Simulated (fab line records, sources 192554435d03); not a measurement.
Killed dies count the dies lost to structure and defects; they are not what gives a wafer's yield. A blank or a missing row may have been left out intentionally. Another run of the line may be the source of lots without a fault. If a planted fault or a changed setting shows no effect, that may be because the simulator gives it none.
Struck lot and sound lot, side by side | flow n5-finfet | 36 out of 1938 route steps
Sound: these wafers, L533.1, L533.2, L533.4. Struck: wafer L537.4 (left out: L537.1, L537.5 of the same lot, which were not struck); the cause appears at the end.
Per side, at each step with rows, come the tool, then ch with its chambers, and then its first start. Under that, the readings that differ: sound wafers | struck wafers | difference of the means | sigmas: that difference in standard deviations of wafers without a fault.
alike: words and numbers the same on both sides, and readings whose means are apart by under 2 such deviations; not compared: readings that were withheld, readings missing a value for some wafer, numbers with overlapping values and no deviation given by the record, and bounds like >300 which may hide the same value.
A row with sigmas, a row that says differs or no value, or rows on one side alone: a step with any of these is where the two part. Numbers that have no deviation but don't overlap get no sigmas and don't part them. A reading that every wafer of one side lacks parts them only if that side has two wafers or more.

first, 9 steps without rows for these wafers: N5_SD_EPI_N_DEVELOP_08 (develop time 30 s); N5_SD_EPI_N_DESCUM_14 (chemistry O2, time 7.9 s); N5_SD_EPI_N_ETCH_34 (etches SiARC in CF4, target depth 45.5 nm, time 75.8 s); N5_SD_EPI_N_ETCH_35 (etches SOC in N2/H2, overetch 108 nm, time 486 s); N5_SD_EPI_N_STRIP_36 (strips in N2/H2); N5_SD_EPI_N_ETCHBACK_44 (etches SiNx in CH3F/O2, stops on SiO2, target depth 14.5 nm); N5_SD_EPI_N_ETCH_45 (etches SiOCN in CH3F/O2, target depth 6 nm); N5_SD_EPI_N_ETCH_16 (etches SiO2 in CHF3/O2, target depth 5 nm); N5_SD_EPI_N_STRIP_47 (strips in CHF3/O2).
N5_SD_EPI_N_SD_RECESS_17: chemistry HBr/Cl2/O2, target depth 41 nm, time 23.7 s, bt time 3 s.
  sound on rie-si-01 ch 0,2,3, day 6 22:28; struck on rie-si-06 ch 3, day 7 19:25
  reading                                 | sound             | struck | difference | sigmas
  oes-product-au (a.u.)                   | 0.999 1.027 1.011 | 1.097  | +0.085     | +5
  model.SD_EPI_N.feature-depth-nm (nm)    | 42.2 41.8 40.4    | 57     | +16        |
  model.etch.depth-nm (nm)                | 42.29 41.8 40.38  | 56.95  | +15.46     |
  model.Si_of_WELL_APT_EPI_41.thk-nm (nm) | 7.2 8 9.2         | 4.2    | -3.9       |
  alike: drypump-motor-current-A, mfc-cl2-sccm, throttle-valve-pct
  not compared: rf-hours-counter-h
then, 2 steps without rows for these wafers: N5_SD_EPI_N_STRIP_38 (strips in N2/H2); N5_SD_EPI_N_WET_ETCH_43 (etches SiO2 in dHF, time 14 s, target depth 1.5 nm).
N5_SD_EPI_N_STRIP_18: strips in SPM, time 750 s.
  sound on wet-bench-06 ch 2,4,6, day 6 22:39; struck on wet-bench-03 ch 4, day 7 19:37
  reading                                 | sound     | struck | difference | sigmas
  model.Si_of_WELL_APT_EPI_41.thk-nm (nm) | 7 7.6 8.8 | 4      | -4         |
then, 21 steps without rows for these wafers: N5_SD_EPI_N_SRD_20 (time 30 s); N5_SD_EPI_N_PRECLEAN_48 (cleans in NF3:NH3, afs cycles 2, time 20 s, sublimation time 60 s); N5_SD_EPI_N_VAPOR_ETCH_50 (etches Si in HCl, time 54 s); N5_SD_EPI_N_EPI_21 (deposits Si:P, time 690 s); N5_SD_EPI_N_PRECLEAN_24 (cleans in O3/DIW, time 60 s); N5_SD_EPI_N_SRD_25 (time 30 s); N5_SD_EPI_N_PRECLEAN_49 (cleans in NF3:NH3, afs cycles 1, time 20 s, sublimation time 60 s); N5_SD_EPI_N_LINER_46 (material SiNx, target thk 3 nm); N5_SD_EPI_P_COAT_34 (time 60 s, resist thk 350 nm); N5_SD_EPI_P_COAT_35 (time 60 s, resist thk 35 nm); N5_SD_EPI_P_COAT_03 (resist thk 150 nm); N5_SD_EPI_P_EBR_05; N5_SD_EPI_P_SOFTBAKE_04 (time 60 s); N5_SD_EPI_P_EXPOSE_06 (exposes mask SD P BLK, target cd 240 nm); N5_SD_EPI_P_PEB_07 (peb time 60 s); N5_SD_EPI_P_DEVELOP_08 (develop time 30 s); N5_SD_EPI_P_DESCUM_14 (chemistry O2, time 7.9 s); N5_SD_EPI_P_ETCH_36 (etches SiARC in CF4, target depth 45.5 nm, time 75.8 s); N5_SD_EPI_P_ETCH_37 (etches SOC in N2/H2, overetch 108 nm, time 486 s); N5_SD_EPI_P_STRIP_38 (strips in N2/H2); N5_SD_EPI_P_ETCHBACK_46 (etches SiNx in CH3F/O2, stops on SiO2, target depth 17.5 nm).
-- here the record skips 7 days between the struck wafers' starts before and after, leaving off in module SD_EPI_P and picking up in module BEOL_M4 (first step shown: number 1111 of the route) --
N5_BEOL_M4_RC_MEAS_101:
  sound on prober-01 ch 0, day 13 14:22; struck on prober-01 ch 0, day 14 08:52
  reading        | sound          | struck | difference | sigmas
  IOFF_P (nA/um) | 0.16 0.19 0.13 | 0.23   | +0.07      | +2
  VT_P (mV)      | -254 -253 -259 | -249   | +6         | +2
  alike: DIBL_P, ION_P, SS_P
  not compared: CJ_N, DIBL_N, EOT_N, IGATE_N, IOFF_N, IOFF_N_85C, IOFF_N_LIN, IOFF_N_LONG, ION_N, RC_DENSE_N, RC_N, REXT_N, RS_SD_N, SS_N, VT_N, VT_N_LONG, VT_N_LVT
-- the record jumps here: 5 days lie between the struck wafers' starts before and after (it left off in module BEOL_M4 and takes up again in module PASSIVATION, whose first step shown is number 1936 of the route) --
N5_PASSIVATION_PROBE_49:
  sound on prober-02 at day 18 17:04; struck on prober-01 at day 19 00:59
  reading                | sound          | struck | difference | sigmas
  killed-at-front-end    | 48 84 54       | 28     | -34        | -3
  killed-short           | 44 56 32       | 25     | -19        | -2
  sort_bin_4_leakage (%) | 0 0 0          | 92.54  | +92.54     |
  sort-n-pass            | 1074 1032 1088 | 0      | -1065      | -59
  sort-yield-pct (%)     | 91.0 87.5 92.2 | 0      | -90        | -60
  alike: defect-limited-yield, killed_at_M0_to_M3, killed_at_M4_up, killed-at-contacts, killed-at-other, killed-dies, killed-open, sort_bin_5_function, sort_bin_6_memory

== WHERE THEY PART ==
Earliest at N5_SD_EPI_N_SD_RECESS_17; latest, in this record, at N5_PASSIVATION_PROBE_49.

WHY: whatever the simulator had introduced
rie-si-06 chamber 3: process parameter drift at N5_SD_EPI_N_SD_RECESS_17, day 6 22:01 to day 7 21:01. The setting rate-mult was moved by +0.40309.
